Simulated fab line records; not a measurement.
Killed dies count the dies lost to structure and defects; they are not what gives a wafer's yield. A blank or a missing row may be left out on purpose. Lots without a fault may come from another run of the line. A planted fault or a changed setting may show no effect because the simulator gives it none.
Matching of chambers | flow n5 finfet | cmp-01 running N5_ILD0_CMP_07: 4 sister chambers
The step polishes SiO2 flowable, stops on poly-Si, t overpolish 1.18 s, target thk 138.88 nm. 7 wafers are shown with their chamber, then 7 later ones without.

## WAFERS, EACH WITH ITS CHAMBER
wafer  | chamber | motor current A (A) | head pressure psi (psi)
L083.4 | 1       | 11.6                | 4.151
L084.1 | 2       | 13.8                | 4.137
L084.5 | 2       | 13.7                | 4.144
L087.1 | 0       | 13.2                | 4.153
L087.5 | 0       | 12.6                | 4.150
L092.4 | 3       | 12.1                | 4.138
L092.5 | 3       | 11.0                | 4.146

## WAFERS WITHOUT THEIR CHAMBER
wafer  | motor current A (A) | head pressure psi (psi)
L092.6 | 12.3                | 4.160
L096.1 | 11.7                | 4.129
L096.5 | 11.9                | 4.158
L096.6 | 12.0                | 4.137
L097.1 | 12.0                | 4.146
L097.3 | 11.7                | 4.150
L097.5 | 11.8                | 4.142

## WHICH CHAMBER EACH ONE RAN IN
wafer  | from the rows above          | in truth
L092.6 | can't be placed: 0 or 1      | 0
L096.1 | can't be placed: 3 or 2 or 1 | 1
L096.5 | can't be placed: 1 or 0 or 3 | 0
L096.6 | can't be placed: 3 or 1      | 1
L097.1 | can't be placed: 3 or 1 or 0 | 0
L097.3 | can't be placed: 1 or 3      | 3
L097.5 | can't be placed: 3 or 1      | 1
Placed correctly: 0 of 7. Can't be placed from these rows: 7 (the true chamber is among the candidates in 7). Wrongly placed: 0.
How it was worked out, from the rows above alone: a wafer's distance from a chamber is the root of the sum, over the readings, of the square of ((its reading less the chamber's mean) divided by the reading's scatter). The wafer belongs to the nearest chamber; if the next one is less than 2 further off, it can't be placed. Each chamber's mean is taken over the wafers shown for it. The scatter: take each reading less its chamber's mean, square it, sum over the shown wafers, divide by the number of wafers less the number of chambers, and take the root.
